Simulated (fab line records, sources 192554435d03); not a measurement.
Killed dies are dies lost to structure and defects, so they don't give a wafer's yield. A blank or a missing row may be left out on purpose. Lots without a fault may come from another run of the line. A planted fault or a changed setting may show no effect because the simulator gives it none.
fab line records | flow n5_finfet
record lots=4 wafers=12 last_day=18
route steps=1938 shown WELL_APT@20 PMOS_HMC_CHANNEL_EPI@57 BEOL_M4@1111
lots that met no fault: from a run of the same line without faults
start_h: hours from the record's first day to the start of the lot's first wafer shown | wait_h: hours since the lot's step before | " the same as in the row above | L1.1+2: a row that stands for several wafers | - no value, or no start given | * or withheld: withheld | < > ~ a bound
route shown NAME@n: a module of which the file shows steps, and the number in the route of the first | usual: mean/standard deviation of fault-free wafers | same: alike in all rows | chamber/n: place in a boat | sites: the reading at each site | _std_site: their standard deviation | _edge_site: outer sites' mean less inner sites' | radius_mm: how far each site lies from the wafer's centre | mask NAME#n: copy n | behind: the tool/chamber that last shaped the wafer | hold: why the lot was held/for how many hours/how that ended | device: the transistor (n, p or np) that didn't switch | end of line: the same wafers' tests at the end of the route | a step without rows: its recipe alone | killed: dies lost to structure and defects at the first sort, not the wafer's yield | map: a wafer's dies, x killed, . not, _ none there
set.NAME: the setting as run; set.NAME@STEP: as run at that earlier step | model.NAME: the simulator's own value behind a step, which no gauge read
lots at some steps of the route; a table a step, a row a wafer
services: from which hour (start_h, from the record's first day; less than 0 if before it) a tool's chamber was out of use, for how many hours, and why
## steps
# step N5_WELL_APT_HMDS_01
# recipe time_s=60 temp_c=120
# step N5_WELL_APT_COAT_02
# recipe spin_rpm=1357 resist_thk_nm=950
# step N5_WELL_APT_EBR_04
# recipe solvent=PGMEA ebr_width_mm=1.5
# step N5_WELL_APT_SOFTBAKE_03
# recipe temp_c=130 time_s=60
# step N5_WELL_APT_EXPOSE_05
# recipe mask_id=NWELL na=0.8 source_shape=conventional sigma_outer=0.8 polarization=unpolarized defocus_nm=0 target_cd_nm=200 dose_mj=20.3
# step N5_WELL_APT_PEB_06
# recipe peb_temp_c=130 peb_time_s=90
# step N5_WELL_APT_DEVELOP_07
# recipe develop_time_s=45 rinse_liquid=surfactant_rinse dry=air_spin dev_temp_c=21
# step N5_WELL_APT_HARDBAKE_12
# recipe temp_c=130 time_s=120
# step N5_WELL_APT_DESCUM_13
# recipe chemistry=O2 time_s=7.9 source_power_w=50 bias_power_w=20 pressure_mtorr=20 rf_frequency_hz=2.712e+07 temp_c=40 o2_flow_sccm=225
# step N5_WELL_APT_IMPLANT_14
# recipe species=P energy_kev=160 dose_cm2=1.5e+13 tilt_deg=0 rotation_deg=0
# usual dose_ions_cm2=1.4999e+13/1.7e+10 faraday_current_uA=190/3.8
# columns lot.wafer tool chamber start_h wait_h dose_ions_cm2 faraday_current_uA
L308.1 implanter-02 0 32.66 0.1 1.5014e+13 191
L308.2 " 0 " " 1.4993e+13 185
L308.3 " 0 " " 1.5018e+13 187
L318.1 implanter-02 0 91.87 0.1 1.6216e+13 199
L318.3 " 0 " " 1.6192e+13 210
L318.5 " 0 " " 1.6194e+13 202
L324.3 implanter-02 0 128.43 0.1 1.6204e+13 206
L324.4 " 0 " " 1.6187e+13 212
L324.5 " 0 " " 1.6194e+13 204
L326.4 implanter-01 0 140.22 0.2 1.4993e+13 186
L326.5 " 0 " " 1.5016e+13 188
L326.6 " 0 " " 1.5016e+13 195
# step N5_WELL_APT_IMPLANT_15
# recipe species=As energy_kev=25 dose_cm2=1.5e+13 tilt_deg=0 rotation_deg=0
# step N5_WELL_APT_STRIP_16
# recipe chemistry=SPM time_s=900 temp_c=130 h2so4_h2o2_vol_ratio=4 dry=ipa_marangoni
# step N5_WELL_APT_HMDS_18
# recipe time_s=60 temp_c=120
# step N5_WELL_APT_COAT_19
# recipe spin_rpm=1357 resist_thk_nm=950
# step N5_WELL_APT_EBR_21
# recipe solvent=PGMEA ebr_width_mm=1.5
# step N5_WELL_APT_SOFTBAKE_20
# recipe temp_c=130 time_s=60
# step N5_WELL_APT_EXPOSE_22
# recipe mask_id=PWELL na=0.8 source_shape=conventional sigma_outer=0.8 polarization=unpolarized defocus_nm=0 target_cd_nm=200 dose_mj=23.2
# step N5_WELL_APT_PEB_23
# recipe peb_temp_c=130 peb_time_s=90
# step N5_WELL_APT_DEVELOP_24
# recipe develop_time_s=45 rinse_liquid=surfactant_rinse dry=air_spin dev_temp_c=21
# step N5_WELL_APT_HARDBAKE_29
# recipe temp_c=130 time_s=120
# step N5_WELL_APT_DESCUM_30
# recipe chemistry=O2 time_s=7.9 source_power_w=50 bias_power_w=20 pressure_mtorr=20 rf_frequency_hz=2.712e+07 temp_c=40 o2_flow_sccm=225
# step N5_WELL_APT_IMPLANT_31
# recipe species=B energy_kev=60 dose_cm2=1.5e+13 tilt_deg=0 rotation_deg=0
# step N5_WELL_APT_IMPLANT_32
# recipe species=BF2 energy_kev=50 dose_cm2=2e+13 tilt_deg=0 rotation_deg=0
# step N5_WELL_APT_STRIP_33
# recipe chemistry=SPM time_s=900 temp_c=130 h2so4_h2o2_vol_ratio=4 dry=ipa_marangoni
# step N5_WELL_APT_RTA_34
# recipe temp_c=1000 time_s=10 ambient=N2 idle_temp_c=600 ramp_up_c_per_s=150 ramp_down_c_per_s=60 cool_to_c=600
# step N5_WELL_APT_OXIDE_STRIP_42
# recipe chemistry=dHF dilution=25:1 time_s=45 temp_c=25 target=SiO2 target_depth_a=120
# step N5_WELL_APT_PRECLEAN_36
# recipe chemistry=O3/DIW time_s=45 temp_c=22 o3_ppm=10
# step N5_WELL_APT_PRECLEAN_39
# recipe chemistry=dHF time_s=60 dilution=150:1 temp_c=25
# step N5_WELL_APT_SRD_37
# recipe dry=ipa_marangoni do_ppb=5 time_s=30 temp_c=23 rinse_liquid=diw
# step N5_WELL_APT_EPI_41
# recipe material=Si target_thk_a=500 temp_c=650 precursor=SiH4/H2 pressure_torr=20 time_s=297.7
# step N5_PMOS_HMC_CHANNEL_EPI_HM_DEP_34
# recipe material=SiO2 target_thk_a=360 temp_c=400 precursor=TEOS/O2 pressure_torr=6.5 rf_w=900 teos_flow_sccm=161.4 gas=O2 flow_sccm=2650 time_s=6.9
# step N5_PMOS_HMC_CHANNEL_EPI_COAT_31
# recipe resist=BARC temp_c=205 time_s=60 spin_rpm=1500 resist_thk_nm=66
# step N5_PMOS_HMC_CHANNEL_EPI_COAT_03
# recipe resist=CAR-ArF-block spin_rpm=1500 resist_thk_nm=205
# step N5_PMOS_HMC_CHANNEL_EPI_EBR_05
# recipe solvent=PGMEA ebr_width_mm=1.5
# step N5_PMOS_HMC_CHANNEL_EPI_SOFTBAKE_04
# recipe temp_c=110 time_s=60 resist=CAR-ArF-block
# step N5_BEOL_M4_RC_MEAS_101
# usual DIBL_N=36.4/1.9 DIBL_P=35.8/2.1 IOFF_N=0.158/0.029 IOFF_P=0.21/0.035 ION_N=676/14 ION_P=465/9.7 RS_NWELL=1038/6.5 SS_N=71.5/0.66 SS_P=73.4/0.7 VT_N=249.8/3 VT_P=-250/3.3
# columns lot.wafer tool chamber start_h wait_h DIBL_N[mV/V] DIBL_P[mV/V] IOFF_N[nA/um] IOFF_P[nA/um] ION_N[uA/um] ION_P[uA/um] RS_NWELL[ohm/sq] SS_N[mV/dec] SS_P[mV/dec] VT_N[mV] VT_P[mV]
L308.1 prober-01 0 209.32 0.0 32.9 33.7 0.103 0.14 652 444 1041 70.3 72.6 255.4 -258
L308.2 " 0 " " 35.0 36.4 0.132 0.17 679 460 1038 70.6 72.8 248.9 -257
L308.3 " 0 " " 35.7 36.3 0.132 0.16 650 442 1029 71.3 73.1 254.1 -257
L318.1 prober-01 0 286.17 0.0 36.1 36.2 0.151 0.20 664 458 994 71.5 73.2 252.1 -252
L318.3 " 0 " " 40.0 39.8 0.241 0.25 682 453 997 73.3 73.7 248.2 -250
L318.5 " 0 " " 37.9 37.1 0.184 0.22 676 459 1002 72.8 73.2 249.1 -251
L324.3 prober-02 0 324.90 0.3 38.6 37.9 0.179 0.22 663 447 991 72.1 73.4 248.3 -255
L324.4 " 0 " " 36.1 35.1 0.136 0.17 684 461 995 72.0 73.5 253.9 -259
L324.5 " 0 " " 38.3 38.1 0.184 0.22 693 468 995 72.3 74.9 248.4 -251
L326.4 prober-01 0 329.50 0.5 37.9 38.4 0.179 0.25 670 466 1036 71.5 73.8 248.2 -248
L326.5 " 0 " " 35.1 34.9 0.138 0.20 677 472 1040 71.1 73.2 250.4 -248
L326.6 " 0 " " 35.4 35.2 0.138 0.21 687 477 1037 71.3 72.8 249.3 -250
## services
# columns tool chamber start_h hours kind
implanter-01 - 42.86 1.3 repair
implanter-01 - 63.85 4.1 repair
implanter-01 - 125.97 12.2 pm
## key
first_sign step=N5_WELL_APT_IMPLANT_14 reading=dose_ions_cm2 direction=up sigmas=69 usual=1.4999e+13 struck=1.6198e+13
effect step=N5_WELL_APT_IMPLANT_14 reading=faraday_current_uA direction=up sigmas=4 usual=190 struck=205
effect step=N5_BEOL_M4_RC_MEAS_101 reading=RS_NWELL direction=down sigmas=6.5 usual=1038 struck=996
met_at N5_WELL_APT_IMPLANT_14
struck_wafers L318.1,L318.3,L318.5,L324.3,L324.4,L324.5
onset_between 32.66 91.87
fault kind=process_parameter_drift tool=implanter-02 chamber=- onset_h=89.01 steps=N5_WELL_APT_IMPLANT_14 channel=dose_cm2 offset=1.2035e+12 shape=step end_h=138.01 acts_in=these_recipes_only stated=1.5e+13
